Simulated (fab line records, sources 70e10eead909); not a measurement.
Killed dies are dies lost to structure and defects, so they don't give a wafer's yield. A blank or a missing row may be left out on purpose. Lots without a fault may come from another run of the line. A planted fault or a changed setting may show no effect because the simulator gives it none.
fab line records | flow nand_harc | part 2 of 2: steps 33 to 45 of 45
record lots=5 wafers=15 last_day=33
route steps=1302 shown P_GATE@155
lots that met no fault: from a run of the same line without faults
start_h: hours from the record's first day to the start of the lot's first wafer shown | wait_h: hours since the lot's step before | " the same as in the row above | L1.1+2: a row that stands for several wafers | - no value, or no start given | * or withheld: withheld | < > ~ a bound
route shown NAME@n: a module of which the file shows steps, and the number in the route of the first | usual: mean/standard deviation of fault-free wafers | same: alike in all rows | chamber/n: place in a boat | sites: the reading at each site | _std_site: their standard deviation | _edge_site: outer sites' mean less inner sites' | radius_mm: how far each site lies from the wafer's centre | mask NAME#n: copy n | behind: the tool/chamber that last shaped the wafer | hold: why the lot was held/for how many hours/how that ended | device: the transistor (n, p or np) that didn't switch | end of line: the same wafers' tests at the end of the route | a step without rows: its recipe alone | killed: dies lost to structure and defects at the first sort, not the wafer's yield | map: a wafer's dies, x killed, . not, _ none there
set.NAME: the setting as run; set.NAME@STEP: as run at that earlier step | model.NAME: the simulator's own value behind a step, which no gauge read
lots at some steps of the route; a table a step, a row a wafer
services: from which hour (start_h, from the record's first day; less than 0 if before it) a tool's chamber was out of use, for how many hours, and why
## steps
# step NHARC_P_GATE_DESCUM_61
# recipe time_s=3 o2_flow_sccm=200 ar_flow_sccm=0 bias_power_w=0 chemistry=O2
# usual drypump_motor_current_A=5.7/0.45 mfc_ar_sccm=0.013/0.013 oes_product_au=1.004/0.0089 rf_vpp_V=58.0/0.83 showerhead_plenum_p_Torr=1.94/0.068 throttle_valve_pct=11.311/0.0095
# columns lot.wafer tool chamber start_h wait_h drypump_motor_current_A mfc_ar_sccm oes_product_au rf_hours_counter_h rf_vpp_V showerhead_plenum_p_Torr throttle_valve_pct
L078.2 rie_diel-10 3 147.42 - 5.1 0 0.998 5 58.6 1.95 11.321
L078.6 " 3 " " 5.1 0 1.009 - 57.5 1.95 11.307
L078.5 " 0 " " 5.8 0.021 1.012 - 57.2 1.88 11.308
L088.3 rie_diel-10 2 260.90 - 5.0 0.023 1.013 0 58.8 2.03 11.304
L088.5 " 0 " " 5.8 0.021 1.001 - 58.6 1.87 11.318
L088.6 " 1 " " 5.9 0 1.008 - 57.4 1.90 11.305
L091.1 rie_diel-09 2 276.66 - 5.8 0.024 0.996 7 57.9 1.88 11.297
L091.2 " 3 " " 6.0 0.003 1.007 8 58.3 2.01 11.328
L091.5 " 3 " " 6.0 0.003 1.006 - 58.0 2.01 11.320
L095.2 rie_diel-09 0 316.99 - 5.7 0.033 1.011 10 58.4 2.03 11.290
L095.3 " 3 " " 6.0 0.003 1.014 9 57.0 2.01 11.321
L095.5 " 1 " " 6.7 0 0.988 - 58.3 1.87 11.303
L097.1 rie_diel-04 1 338.58 - 6.0 0.032 1.003 10 57.8 2.06 11.313
L097.3 " 3 " " 5.4 0 1.005 9 58.5 1.92 11.317
L097.5 " 0 " " 5.4 0.016 0.992 - 59.0 1.91 11.334
# step NHARC_P_GATE_IMPLANT_62
# recipe energy_kev=20 dose_cm2=3e+15 tilt_deg=7
# usual beam_on_s=31.3/0.75
# columns lot.wafer tool chamber start_h wait_h beam_on_s
L078.2 implanter-01 0 150.40 3.0 31.0
L078.5 " 0 " " 30.2
L078.6 " 0 " " 29.7
L088.3 implanter-02 0 261.08 0.2 31.3
L088.5 " 0 " " 31.6
L088.6 " 0 " " 32.1
L091.1 implanter-01 0 276.80 0.1 30.3
L091.2 " 0 " " 30.7
L091.5 " 0 " " 30.8
L095.2 implanter-02 0 317.16 0.2 31.1
L095.3 " 0 " " 31.6
L095.5 " 0 " " 31.8
L097.1 implanter-02 0 338.71 0.1 30.2
L097.3 " 0 " " 32.5
L097.5 " 0 " " 31.4
# step NHARC_P_GATE_STRIP_112
# recipe power_w=1500 temp_c=110 time_s=200 chemistry=N2/H2
# usual drypump_motor_current_A=5.4/0.4 heater_power_w=84/5
# columns lot.wafer tool chamber start_h wait_h drypump_motor_current_A heater_power_w rf_hours_counter_h
L078.2 plasma_asher-01 0 150.78 0.4 5.3 79 32
L078.6 " 1 " " 5.3 82 -
L078.5 " 0 " " 5.3 77 -
L088.3 plasma_asher-01 1 261.38 0.3 5.3 91 -
L088.6 " 0 " " 5.3 77 -
L088.5 " 1 " " 5.3 87 -
L091.2 plasma_asher-02 0 277.03 0.2 4.9 82 4
L091.1 " 1 " " 6.0 91 4
L091.5 " 0 " " 4.8 82 -
L095.2 plasma_asher-01 0 317.35 0.2 5.4 78 30
L095.3 " 1 " " 5.3 93 -
L095.5 " 1 " " 5.3 88 -
L097.1 plasma_asher-01 0 338.98 0.2 5.3 78 34
L097.3 " 1 " " 5.3 92 -
L097.5 " 1 " " 5.3 88 -
# step NHARC_P_GATE_STRIP_76
# recipe power_w=1500 temp_c=250 chemistry=O2
# usual drypump_motor_current_A=5.4/0.4 heater_power_w=315/19
# columns lot.wafer tool chamber start_h wait_h drypump_motor_current_A heater_power_w rf_hours_counter_h
L078.2 plasma_asher-01 0 151.01 0.2 5.3 293 32
L078.6 " 1 " " 5.3 305 -
L078.5 " 0 " " 5.3 285 -
L088.3 plasma_asher-01 1 261.54 0.1 5.3 346 -
L088.6 " 0 " " 5.3 285 -
L088.5 " 1 " " 5.3 339 -
L091.2 plasma_asher-02 0 277.29 0.2 4.8 309 4
L091.1 " 1 " " 6.0 343 4
L091.5 " 0 " " 4.9 307 -
L095.2 plasma_asher-01 0 317.62 0.2 5.3 288 30
L095.3 " 1 " " 5.3 337 -
L095.5 " 1 " " 5.3 348 -
L097.1 plasma_asher-01 0 339.21 0.2 5.3 288 35
L097.3 " 1 " " 5.3 334 -
L097.5 " 1 " " 5.3 341 -
# step NHARC_P_GATE_STRIP_63
# recipe time_s=900 temp_c=130 chemistry=SPM
# columns lot.wafer tool chamber start_h wait_h
L078.5+2+6 wet_bench-07 7,1,2 151.15 0.1
L088.5+3+6 wet_bench-02 7,0,1 261.66 0.1
L091.1+2+5 wet_bench-01 5,6,1 277.44 0.1
L095.5+2+3 wet_bench-02 0,2,3 317.78 0.1
L097.3+1+5 wet_bench-01 0,1,5 339.34 0.1
# step NHARC_P_GATE_DEHYDRATE_83
# recipe temp_c=150 time_s=120
# columns lot.wafer tool chamber start_h wait_h
L078.2+5+6 litho_track-03 0 151.49 -
L088.3+5+6 litho_track-03 0 262.00 -
L091.1+2+5 litho_track-02 0 277.78 -
L095.2+3+5 litho_track-03 0 318.11 -
L097.1+3+5 litho_track-03 0 339.69 -
# step NHARC_P_GATE_HMDS_84
# recipe time_s=30
# columns lot.wafer tool chamber start_h wait_h
L078.2+5+6 litho_track-03 0 - -
L088.3+5+6 litho_track-03 0 - -
L091.1+2+5 litho_track-02 0 - -
L095.2+3+5 litho_track-03 0 - -
L097.1+3+5 litho_track-03 0 - -
# step NHARC_P_GATE_COAT_85
# recipe spin_rpm=3000
# usual spin_speed_rpm=2999.7/2.5
# columns lot.wafer tool chamber start_h wait_h spin_speed_rpm
L078.2 litho_track-03 0 - - 3002.8
L078.5 " 0 " " 3000.6
L078.6 " 0 " " 3004.1
L088.3 litho_track-03 0 - - 2997.6
L088.5 " 0 " " 2998.4
L088.6 " 0 " " 2995.8
L091.1 litho_track-02 0 - - 2998.8
L091.2 " 0 " " 3000.7
L091.5 " 0 " " 2997.0
L095.2 litho_track-03 0 - - 2993.1
L095.3 " 0 " " 2999.8
L095.5 " 0 " " 2996.0
L097.1 litho_track-03 0 - - 3000.8
L097.3 " 0 " " 2998.5
L097.5 " 0 " " 3001.3
# step NHARC_P_GATE_SOFTBAKE_86
# recipe temp_c=122 time_s=95
# columns lot.wafer tool chamber start_h wait_h
L078.2+5+6 litho_track-03 0 - -
L088.3+5+6 litho_track-03 0 - -
L091.1+2+5 litho_track-02 0 - -
L095.2+3+5 litho_track-03 0 - -
L097.1+3+5 litho_track-03 0 - -
# step NHARC_P_GATE_EBR_87
# columns lot.wafer tool chamber start_h wait_h
L078.2+5+6 litho_track-03 0 - -
L088.3+5+6 litho_track-03 0 - -
L091.1+2+5 litho_track-02 0 - -
L095.2+3+5 litho_track-03 0 - -
L097.1+3+5 litho_track-03 0 - -
# step NHARC_P_GATE_EXPOSE_88
# recipe na=0.6 target_cd_nm=2000 dose_mj=11.87 mask_id=P_HVN
# columns lot.wafer tool chamber start_h wait_h mask
L078.2+5+6 krf_scanner-02 0 151.77 - P_HVN#0
L088.3+5+6 krf_scanner-03 0 262.28 - P_HVN#0
L091.1+2+5 krf_scanner-02 0 277.92 - P_HVN#0
L095.2+3+5 krf_scanner-01 0 318.39 - P_HVN#0
L097.1+3+5 krf_scanner-01 0 339.96 - P_HVN#0
# step NHARC_P_GATE_PEB_89
# recipe peb_temp_c=118 peb_time_s=85
# same peb_time_s=85
# columns lot.wafer tool chamber start_h wait_h
L078.2+5+6 litho_track-05 0 151.83 0.1
L088.3+5+6 litho_track-02 0 262.34 0.1
L091.1+2+5 litho_track-05 0 277.99 0.1
L095.2+3+5 litho_track-03 0 318.45 0.1
L097.1+3+5 litho_track-02 0 340.02 0.1
# step NHARC_P_GATE_DEVELOP_90
# recipe time_s=70
# columns lot.wafer tool chamber start_h wait_h
L078.2+5+6 litho_track-05 0 - -
L088.3+5+6 litho_track-02 0 - -
L091.1+2+5 litho_track-05 0 - -
L095.2+3+5 litho_track-03 0 - -
L097.1+3+5 litho_track-02 0 - -
## services
# columns tool chamber start_h hours kind
litho_track-05 - 124.00 7.0 pm
rie_diel-04 2 124.07 7.6 repair
rie_diel-04 0 130.44 4.2 repair
plasma_asher-01 - 131.38 0.9 repair
plasma_asher-01 - 138.19 3.7 repair
rie_diel-09 - 143.10 9.0 pm
implanter-02 - 146.11 13.0 pm
plasma_asher-02 - 150.38 2.6 repair
plasma_asher-02 - 153.00 3.4 repair
plasma_asher-01 - 165.00 9.0 pm
rie_diel-04 - 177.90 9.0 pm
krf_scanner-02 - 187.31 1.5 repair
litho_track-02 - 227.00 7.0 pm
wet_bench-02 - 244.00 8.0 pm
plasma_asher-02 - 249.00 9.0 pm
krf_scanner-02 - 266.00 4.0 pm
implanter-02 - 268.31 1.6 repair
litho_track-03 - 275.00 7.0 pm
plasma_asher-01 - 275.60 1.7 repair
wet_bench-01 - 277.60 8.0 pm
krf_scanner-02 - 293.70 0.3 repair
rie_diel-04 1 293.79 5.0 repair
litho_track-05 - 299.00 7.0 pm
wet_bench-01 - 304.72 0.9 repair
